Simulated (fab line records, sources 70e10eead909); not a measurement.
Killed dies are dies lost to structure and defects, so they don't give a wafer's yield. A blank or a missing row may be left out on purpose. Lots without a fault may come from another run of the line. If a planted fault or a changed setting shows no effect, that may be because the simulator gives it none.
Chamber matching :: flow nand_harc :: rie_diel-04 running NHARC_A_CONTACT_ETCH_48: 4 sister chambers
The step etches the open film in CF4, target depth 39 nm, time 65 s. 8 wafers are shown with their chamber, then 9 later ones without.

== WAFERS WITH THEIR CHAMBER ==
wafer: L077.2
chamber: 2
showerhead_plenum_p_Torr (Torr): 1.87
rf_vpp_V (V): 152.5

wafer: L078.2
chamber: 0
showerhead_plenum_p_Torr (Torr): 1.76
rf_vpp_V (V): 151.4

wafer: L078.4
chamber: 3
showerhead_plenum_p_Torr (Torr): 1.81
rf_vpp_V (V): 151.8

wafer: L085.1
chamber: 0
showerhead_plenum_p_Torr (Torr): 1.75
rf_vpp_V (V): 151.3

wafer: L085.5
chamber: 1
showerhead_plenum_p_Torr (Torr): 1.68
rf_vpp_V (V): 150.1

wafer: L089.2
chamber: 2
showerhead_plenum_p_Torr (Torr): 1.86
rf_vpp_V (V): 151.5

wafer: L089.3
chamber: 3
showerhead_plenum_p_Torr (Torr): 1.80
rf_vpp_V (V): 151.5

wafer: L089.5
chamber: 1
showerhead_plenum_p_Torr (Torr): 1.67
rf_vpp_V (V): 150.4

== WAFERS MISSING THEIR CHAMBER ==
wafer: L087.2
showerhead_plenum_p_Torr (Torr): 1.80
rf_vpp_V (V): 151.3

wafer: L087.4
showerhead_plenum_p_Torr (Torr): 1.75
rf_vpp_V (V): 151.0

wafer: L087.6
showerhead_plenum_p_Torr (Torr): 1.80
rf_vpp_V (V): 150.0

wafer: L093.4
showerhead_plenum_p_Torr (Torr): 1.80
rf_vpp_V (V): 152.6

wafer: L093.5
showerhead_plenum_p_Torr (Torr): 1.67
rf_vpp_V (V): 149.5

wafer: L093.6
showerhead_plenum_p_Torr (Torr): 1.85
rf_vpp_V (V): 152.5

wafer: L096.2
showerhead_plenum_p_Torr (Torr): 1.74
rf_vpp_V (V): 152.6

wafer: L096.5
showerhead_plenum_p_Torr (Torr): 1.74
rf_vpp_V (V): 151.6

wafer: L096.6
showerhead_plenum_p_Torr (Torr): 1.67
rf_vpp_V (V): 149.6

== WHICH CHAMBER EACH ONE RAN IN ==
wafer: L087.2
from the rows above: 3
in truth: 3

wafer: L087.4
from the rows above: 0
in truth: 0

wafer: L087.6
from the rows above: 3
in truth: 3

wafer: L093.4
from the rows above: 3
in truth: 3

wafer: L093.5
from the rows above: 1
in truth: 1

wafer: L093.6
from the rows above: 2
in truth: 2

wafer: L096.2
from the rows above: 0
in truth: 0

wafer: L096.5
from the rows above: 0
in truth: 0

wafer: L096.6
from the rows above: 1
in truth: 1
Correct placement for 9 of the 9. Not placeable from these rows: 0. Placed wrongly: 0.
How it was worked out, from the rows above alone: a wafer's distance from a chamber is the root of the sum, over the readings, of the square of ((its reading less the chamber's mean) divided by the reading's scatter). If the next closest chamber is less than 2 further off than the closest, the wafer can't be placed; otherwise it belongs to the closest. Each chamber's mean is taken over the wafers shown for it. The scatter: take each reading less its chamber's mean, square it, sum over the shown wafers, divide by the number of wafers less the number of chambers, and take the root.
